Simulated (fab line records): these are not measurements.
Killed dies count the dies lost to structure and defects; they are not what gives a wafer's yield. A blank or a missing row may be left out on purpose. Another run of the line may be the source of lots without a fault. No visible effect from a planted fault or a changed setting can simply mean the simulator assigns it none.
What tool caused it? / flow nand_harc / 34 wafers from 12 lots sampled at 5 of the route's 1159 steps

## WHAT EACH GAUGE READ, for each wafer
NHARC_A_M0_CD_MEAS_09: the cd target is 80 nm.
lot=L536; measured=day 17 18:51; on=cd_sem-03; cd_nm (nm)=79.3 80.9 81.7
lot=L539; measured=day 18 18:13; on=cd_sem-02; cd_nm (nm)=80.4 80.6 80.7
lot=L542; measured=day 19 02:52; on=cd_sem-02; cd_nm (nm)=79.4 80.1 80.0
lot=L540; measured=day 19 03:41; on=cd_sem-02; cd_nm (nm)=80.0 80.6 80.0
lot=L548; measured=day 20 03:19; on=cd_sem-03; cd_nm (nm)=80.5 80.5 80.0
lot=L550; measured=day 20 17:28; on=cd_sem-01; cd_nm (nm)=79.8 80.4
lot=L552; measured=day 21 18:23; on=cd_sem-03; cd_nm (nm)=80.1 79.0
lot=L554; measured=day 22 11:01; on=cd_sem-01; cd_nm (nm)=79.4 78.4 79.7
lot=L555; measured=day 22 11:23; on=cd_sem-01; cd_nm (nm)=79.4 80.7 80.0
lot=L556; measured=day 22 16:53; on=cd_sem-02; cd_nm (nm)=80.1 80.8 79.7
lot=L558; measured=day 23 07:29; on=cd_sem-02; cd_nm (nm)=81.2 79.4 79.0
lot=L559; measured=day 23 15:19; on=cd_sem-02; cd_nm (nm)=80.1 79.8 79.6

NHARC_A_M0_OVL_MEAS_10: pitch 160 nm.
lot=L536; measured=day 17 18:56; on=overlay-01; overlay_x_nm (nm)=0.8 1.1 0.3; overlay_y_nm (nm)=-0.6 -0.6 -0.5
lot=L539; measured=day 18 18:19; on=overlay-02; overlay_x_nm (nm)=-1.1 -0.4 -0.7; overlay_y_nm (nm)=-0.4 0.4 0.2
lot=L542; measured=day 19 02:57; on=overlay-02; overlay_x_nm (nm)=-0.3 -0.3 0.3; overlay_y_nm (nm)=-0.3 0.8 0.2
lot=L540; measured=day 19 03:47; on=overlay-02; overlay_x_nm (nm)=-0.9 -0.3 -0.1; overlay_y_nm (nm)=0.2 0.3 0.1
lot=L548; measured=day 20 03:24; on=overlay-01; overlay_x_nm (nm)=-1.1 -0.4 -1.2; overlay_y_nm (nm)=-0.8 -0.5 -0.7
lot=L550; measured=day 20 17:34; on=overlay-01; overlay_x_nm (nm)=0.0 0.1; overlay_y_nm (nm)=-0.4 -0.6
lot=L552; measured=day 21 18:28; on=overlay-02; overlay_x_nm (nm)=-0.2 -0.1; overlay_y_nm (nm)=-0.5 -1.0
lot=L554; measured=day 22 11:06; on=overlay-02; overlay_x_nm (nm)=0.8 1.2 0.4; overlay_y_nm (nm)=0.1 -0.2 0.0
lot=L555; measured=day 22 11:29; on=overlay-01; overlay_x_nm (nm)=-1.3 -0.6 -0.8; overlay_y_nm (nm)=0.2 -0.4 -0.4
lot=L556; measured=day 22 16:58; on=overlay-01; overlay_x_nm (nm)=0.1 0.0 0.8; overlay_y_nm (nm)=-1.3 -1.3 -1.4
lot=L558; measured=day 23 07:34; on=overlay-02; overlay_x_nm (nm)=0.3 0.8 0.5; overlay_y_nm (nm)=1.2 1.3 1.1
lot=L559; measured=day 23 15:24; on=overlay-02; overlay_x_nm (nm)=0.2 0.3 0.3; overlay_y_nm (nm)=0.4 0.9 0.9

NHARC_A_M1_THK_MEAS_24: measures by xrf.
lot=L536; measured=day 18 01:32; on=film_metro-02; thk_nm (nm)=157.2 156.8 154.2
lot=L539; measured=day 19 00:53; on=film_metro-02; thk_nm (nm)=155.6 155.8 151.4
lot=L542; measured=day 19 09:38; on=film_metro-02; thk_nm (nm)=152.3 154.2 150.9
lot=L540; measured=day 19 10:25; on=film_metro-02; thk_nm (nm)=154.2 154.4 157.4
lot=L548; measured=day 20 10:17; on=film_metro-02; thk_nm (nm)=155.4 153.7 156.4
lot=L550; measured=day 21 00:35; on=film_metro-02; thk_nm (nm)=153.6 148.2
lot=L552; measured=day 22 01:04; on=film_metro-01; thk_nm (nm)=157.9 155.3
lot=L554; measured=day 22 18:22; on=film_metro-01; thk_nm (nm)=150.6 156.6 152.8
lot=L555; measured=day 22 19:07; on=film_metro-01; thk_nm (nm)=152.6 153.0 153.4
lot=L556; measured=day 22 23:31; on=film_metro-02; thk_nm (nm)=153.4 157.0 155.5
lot=L558; measured=day 23 14:32; on=film_metro-02; thk_nm (nm)=155.4 155.4 155.2
lot=L559; measured=day 23 22:37; on=film_metro-01; thk_nm (nm)=154.7 154.2 153.4

## TOOL THAT RAN EACH LOT (tool first, then ch and the chambers of the sampled wafers, then the start)
lot=L536; NHARC_A_M1_STRIP_18=rie_diel-06 ch 1,2,3, day 17 23:27; NHARC_A_M1_CMP_23=cmp-03 ch 1,2,3, day 18 01:14
lot=L539; NHARC_A_M1_STRIP_18=rie_diel-04 ch 1,2,3, day 18 22:55; NHARC_A_M1_CMP_23=cmp-03 ch 0,2,3, day 19 00:40
lot=L542; NHARC_A_M1_STRIP_18=rie_diel-06 ch 1,3, day 19 07:34; NHARC_A_M1_CMP_23=cmp-02 ch 0,1, day 19 09:19
lot=L540; NHARC_A_M1_STRIP_18=rie_diel-06 ch 0,1,2, day 19 08:23; NHARC_A_M1_CMP_23=cmp-04 ch 0,1,3, day 19 10:07
lot=L548; NHARC_A_M1_STRIP_18=rie_diel-06 ch 0,1,3, day 20 08:03; NHARC_A_M1_CMP_23=cmp-04 ch 0,1,2, day 20 10:01
lot=L550; NHARC_A_M1_STRIP_18=rie_diel-10 ch 0,1, day 20 22:33; NHARC_A_M1_CMP_23=cmp-04 ch 0,1, day 21 00:17
lot=L552; NHARC_A_M1_STRIP_18=rie_diel-04 ch 2, day 21 23:02; NHARC_A_M1_CMP_23=cmp-04 ch 0,1, day 22 00:44
lot=L554; NHARC_A_M1_STRIP_18=rie_diel-10 ch 0,1,3, day 22 16:16; NHARC_A_M1_CMP_23=cmp-03 ch 0,1,3, day 22 18:07
lot=L555; NHARC_A_M1_STRIP_18=rie_diel-10 ch 0,1,2, day 22 17:02; NHARC_A_M1_CMP_23=cmp-03 ch 1,2,3, day 22 18:48
lot=L556; NHARC_A_M1_STRIP_18=rie_diel-06 ch 0,2,3, day 22 21:31; NHARC_A_M1_CMP_23=cmp-03 ch 0,3, day 22 23:13
lot=L558; NHARC_A_M1_STRIP_18=rie_diel-04 ch 1,3, day 23 12:22; NHARC_A_M1_CMP_23=cmp-02 ch 0,1,2, day 23 14:16
lot=L559; NHARC_A_M1_STRIP_18=rie_diel-10 ch 1,2,3, day 23 19:58; NHARC_A_M1_CMP_23=cmp-02 ch 1,2,3, day 23 22:19
- NHARC_A_M1_STRIP_18: strips in N2/H2.
- NHARC_A_M1_CMP_23: polishes, t overpolish 20 s, target thk 154.34 nm.

## WHAT THE TOOLS THEMSELVES READ (means of the sampled wafers that have a number; where no wafer has one, the mark that the record gives instead)
NHARC_A_M1_STRIP_18.
lot=L536; tool=rie_diel-06; drypump_motor_current_A (A)=5.6; oes_product_au (a.u.)=0.989; power_w (W)=999.3; rf_vpp_V (V)=89.8; showerhead_plenum_p_Torr (Torr)=1.98; throttle_valve_pct (%)=14.169
lot=L539; tool=rie_diel-04; drypump_motor_current_A (A)=5.7; oes_product_au (a.u.)=1.002; power_w (W)=999.9; rf_vpp_V (V)=90.4; showerhead_plenum_p_Torr (Torr)=1.97; throttle_valve_pct (%)=14.172
lot=L542; tool=rie_diel-06; drypump_motor_current_A (A)=5.8; oes_product_au (a.u.)=0.997; power_w (W)=995.9; rf_vpp_V (V)=90.2; showerhead_plenum_p_Torr (Torr)=1.97; throttle_valve_pct (%)=14.173
lot=L540; tool=rie_diel-06; drypump_motor_current_A (A)=6.0; oes_product_au (a.u.)=0.997; power_w (W)=997.2; rf_vpp_V (V)=90.4; showerhead_plenum_p_Torr (Torr)=1.95; throttle_valve_pct (%)=14.175
lot=L548; tool=rie_diel-06; drypump_motor_current_A (A)=5.6; oes_product_au (a.u.)=1.005; power_w (W)=996.8; rf_vpp_V (V)=90.2; showerhead_plenum_p_Torr (Torr)=2.01; throttle_valve_pct (%)=14.174
lot=L550; tool=rie_diel-10; drypump_motor_current_A (A)=5.0; oes_product_au (a.u.)=0.999; power_w (W)=999.2; rf_vpp_V (V)=89.9; showerhead_plenum_p_Torr (Torr)=2.06; throttle_valve_pct (%)=14.171
lot=L552; tool=rie_diel-04; drypump_motor_current_A (A)=5.8; oes_product_au (a.u.)=0.994; power_w (W)=1000.9; rf_vpp_V (V)=89.7; showerhead_plenum_p_Torr (Torr)=1.96; throttle_valve_pct (%)=14.181
lot=L554; tool=rie_diel-10; drypump_motor_current_A (A)=5.4; oes_product_au (a.u.)=0.998; power_w (W)=997.4; rf_vpp_V (V)=90.6; showerhead_plenum_p_Torr (Torr)=2.06; throttle_valve_pct (%)=14.172
lot=L555; tool=rie_diel-10; drypump_motor_current_A (A)=5.2; oes_product_au (a.u.)=0.998; power_w (W)=999.7; rf_vpp_V (V)=90.6; showerhead_plenum_p_Torr (Torr)=2.10; throttle_valve_pct (%)=14.172
lot=L556; tool=rie_diel-06; drypump_motor_current_A (A)=5.4; oes_product_au (a.u.)=0.996; power_w (W)=1000.3; rf_vpp_V (V)=91.1; showerhead_plenum_p_Torr (Torr)=2.02; throttle_valve_pct (%)=14.179
lot=L558; tool=rie_diel-04; drypump_motor_current_A (A)=5.8; oes_product_au (a.u.)=1.003; power_w (W)=1000.3; rf_vpp_V (V)=89.7; showerhead_plenum_p_Torr (Torr)=1.97; throttle_valve_pct (%)=14.175
lot=L559; tool=rie_diel-10; drypump_motor_current_A (A)=5.7; oes_product_au (a.u.)=1.008; power_w (W)=999.1; rf_vpp_V (V)=91.8; showerhead_plenum_p_Torr (Torr)=2.14; throttle_valve_pct (%)=14.182

NHARC_A_M1_CMP_23.
lot=L536; tool=cmp-03; edge_zone_pressure_frac=0.999; motor_current_A (A)=12.2; time_to_endpoint_s (s)=28
lot=L539; tool=cmp-03; edge_zone_pressure_frac=0.999; motor_current_A (A)=12.0; time_to_endpoint_s (s)=28
lot=L542; tool=cmp-02; edge_zone_pressure_frac=0.993; motor_current_A (A)=12.6; time_to_endpoint_s (s)=27
lot=L540; tool=cmp-04; edge_zone_pressure_frac=1.001; motor_current_A (A)=12.1; time_to_endpoint_s (s)=31
lot=L548; tool=cmp-04; edge_zone_pressure_frac=1.007; motor_current_A (A)=12.6; time_to_endpoint_s (s)=29
lot=L550; tool=cmp-04; edge_zone_pressure_frac=1.002; motor_current_A (A)=12.6; time_to_endpoint_s (s)=23
lot=L552; tool=cmp-04; edge_zone_pressure_frac=1.004; motor_current_A (A)=12.3; time_to_endpoint_s (s)=32
lot=L554; tool=cmp-03; edge_zone_pressure_frac=0.999; motor_current_A (A)=12.5; time_to_endpoint_s (s)=29
lot=L555; tool=cmp-03; edge_zone_pressure_frac=1.002; motor_current_A (A)=12.5; time_to_endpoint_s (s)=29
lot=L556; tool=cmp-03; edge_zone_pressure_frac=0.998; motor_current_A (A)=11.7; time_to_endpoint_s (s)=27
lot=L558; tool=cmp-02; edge_zone_pressure_frac=1.007; motor_current_A (A)=11.7; time_to_endpoint_s (s)=30
lot=L559; tool=cmp-02; edge_zone_pressure_frac=0.998; motor_current_A (A)=12.1; time_to_endpoint_s (s)=24

## THE ANSWER, worked out from the rows above alone
Rule: what is usual is taken from the lots themselves. The widest of any qualifying gaps counts: lots, ordered by their means at a reading, are off when they make up no more than a third of the lots, leave a main group of 4 or more, and stand apart from it by 3 or more times the standard deviation of that group's means. If all means in a main group match to the digits the tables above print for the reading, that group is not used. Also off: a lot with no number at a reading for which 4 or more lots have one. All remaining lots with rows at the step are treated as sound. The gauges are gone through in route order, then the tools' own readings, and for those a lot's mean is taken as printed above. At the first step where some lot is off, the reading lying furthest off is the one used; lots without a number count as furthest.
Nothing can be told from this: no lot is off at any reading shown.

## WHAT HAD BEEN PUT IN BY THE SIMULATOR
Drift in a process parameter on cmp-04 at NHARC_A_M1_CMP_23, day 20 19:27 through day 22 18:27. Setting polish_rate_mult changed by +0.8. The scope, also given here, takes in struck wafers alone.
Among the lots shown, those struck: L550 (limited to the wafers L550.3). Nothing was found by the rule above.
